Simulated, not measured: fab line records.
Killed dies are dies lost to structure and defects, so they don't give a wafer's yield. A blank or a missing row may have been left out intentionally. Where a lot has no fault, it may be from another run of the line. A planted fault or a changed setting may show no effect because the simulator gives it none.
Chamber matching -- flow nand harc -- 4 sister chambers for NHARC_A_CONTACT_ETCH_110 on rie diel-03
The step etches the open film in CF4/O2, target depth 50 nm, overetch 5 nm, time 27.5 s. 16 wafers are shown with their chamber, then 8 later ones without.

## WAFERS PAIRED WITH THEIR CHAMBERS
wafer,chamber,showerhead plenum p Torr (Torr),drypump motor current A (A),rf vpp V (V)
L076.2,1,1.39,4.7,200.2
L076.3,1,1.39,4.7,198.6
L076.5,1,1.39,4.7,198.5
L085.3,1,1.38,4.7,199.9
L085.4,3,1.24,5.3,195.7
L085.6,0,1.35,5.8,199.0
L083.3,3,1.24,5.3,196.8
L083.5,2,1.41,5.2,199.3
L083.6,3,1.24,5.3,195.1
L087.1,3,1.24,5.3,194.7
L087.2,1,1.38,4.7,199.2
L087.3,2,1.41,5.2,198.6
L089.3,0,1.35,5.7,198.3
L089.4,1,1.38,4.7,198.7
L089.6,1,1.38,4.7,198.4
L091.1,1,1.38,4.7,198.6

SIGNATURES (averages over the wafers above)
reading,chamber 0,chamber 1,chamber 2,chamber 3,scatter within a chamber
showerhead plenum p Torr,1.3500,1.3837,1.4100,1.2400,0.00395
drypump motor current A,5.750,4.700,5.200,5.300,0.0204
rf vpp V,198.650,199.012,198.950,195.575,0.725
Rule: for a wafer and a chamber, the distance is found by dividing, reading by reading, the gap between the wafer's reading and the chamber's mean by the reading's scatter, squaring, summing and taking the root. If the next closest chamber is less than 2 further off than the closest, the wafer can't be placed; otherwise it belongs to the closest. How the scatter is found: for the shown wafers, subtract from each reading the mean of its chamber, square and add these, divide the total by (wafers less chambers), then take the root.

## WAFERS WHOSE CHAMBER IS MISSING
wafer,showerhead plenum p Torr (Torr),drypump motor current A (A),rf vpp V (V)
L091.2,1.35,5.8,197.7
L091.5,1.38,4.7,198.6
L095.2,1.38,4.7,197.9
L095.5,1.24,5.3,194.9
L095.6,1.38,4.7,198.8
L094.3,1.35,5.7,198.3
L094.4,1.41,5.2,199.2
L094.5,1.35,5.7,198.6

## WHICH CHAMBER EACH ONE RAN IN
wafer,from the rows above,in truth
L091.2,0,0
L091.5,1,1
L095.2,1,1
L095.5,3,3
L095.6,1,1
L094.3,0,0
L094.4,2,2
L094.5,0,0
Correct placement for 8 of the 8. Not placeable from these rows: 0. Number placed wrongly: 0.
